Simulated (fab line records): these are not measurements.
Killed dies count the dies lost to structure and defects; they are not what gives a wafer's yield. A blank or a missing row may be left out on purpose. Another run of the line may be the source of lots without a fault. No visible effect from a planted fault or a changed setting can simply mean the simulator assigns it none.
Chamber matching	flow n5Finfet	rieDiel-06 running N5_BEOL_M10_ETCH_62: 4 sister chambers
The step etches SOC in N2/H2, target depth 110 nm, overetch 22 nm, time 165 s. 14 wafers are shown with their chamber, then 7 later ones without.

WAFERS WITH THEIR CHAMBER
wafer	chamber	drypumpMotorCurrentA (A)	showerheadPlenumPTorr (Torr)	throttleValvePct (%)
L074.3	3	5.7	2.60	17.52
L074.4	1	6.5	2.58	17.32
L074.6	3	5.7	2.60	17.50
L075.1	2	6.4	2.58	17.44
L075.2	0	5.4	2.39	17.81
L075.4	1	6.5	2.58	17.34
L083.4	1	6.5	2.58	17.35
L083.5	0	5.4	2.38	17.86
L083.6	3	5.7	2.59	17.56
L085.1	2	6.4	2.56	17.47
L085.2	3	5.7	2.59	17.58
L085.6	2	6.4	2.56	17.50
L087.2	1	6.4	2.57	17.38
L087.3	3	5.7	2.58	17.59

SIGNATURES (means of the wafers above)
reading	chamber 0	chamber 1	chamber 2	chamber 3	scatter within a chamber
drypumpMotorCurrentA	5.400	6.475	6.400	5.700	0.0274
showerheadPlenumPTorr	2.3850	2.5775	2.5667	2.5920	0.0082
throttleValvePct	17.8350	17.3475	17.4700	17.5500	0.0331
Rule: for each reading, subtract the chamber's mean from the wafer's reading, divide by that reading's scatter and square the result; add these up over the readings and take the root, which gives the wafer's distance from the chamber. The wafer belongs to the nearest chamber; if the next one is less than 2 further off, it can't be placed. The scatter: take each reading less its chamber's mean, square it, sum over the shown wafers, divide by the number of wafers less the number of chambers, and take the root.

WAFERS WHOSE CHAMBER IS MISSING
wafer	drypumpMotorCurrentA (A)	showerheadPlenumPTorr (Torr)	throttleValvePct (%)
L087.6	6.4	2.56	17.48
L095.1	6.4	2.56	17.50
L095.2	5.4	2.69	17.47
L095.4	5.7	2.58	17.60
L097.2	6.4	2.56	17.52
L097.4	5.3	2.69	17.49
L097.5	6.4	2.56	17.52

WHICH CHAMBER EACH WENT THROUGH
wafer	from the rows above	in truth
L087.6	2	2
L095.1	2	2
L095.2	3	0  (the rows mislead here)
L095.4	3	3
L097.2	2	2
L097.4	3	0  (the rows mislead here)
L097.5	2	2
Placed correctly: 5 of 7. Can't be placed from these rows: 0. 2 placed wrongly.
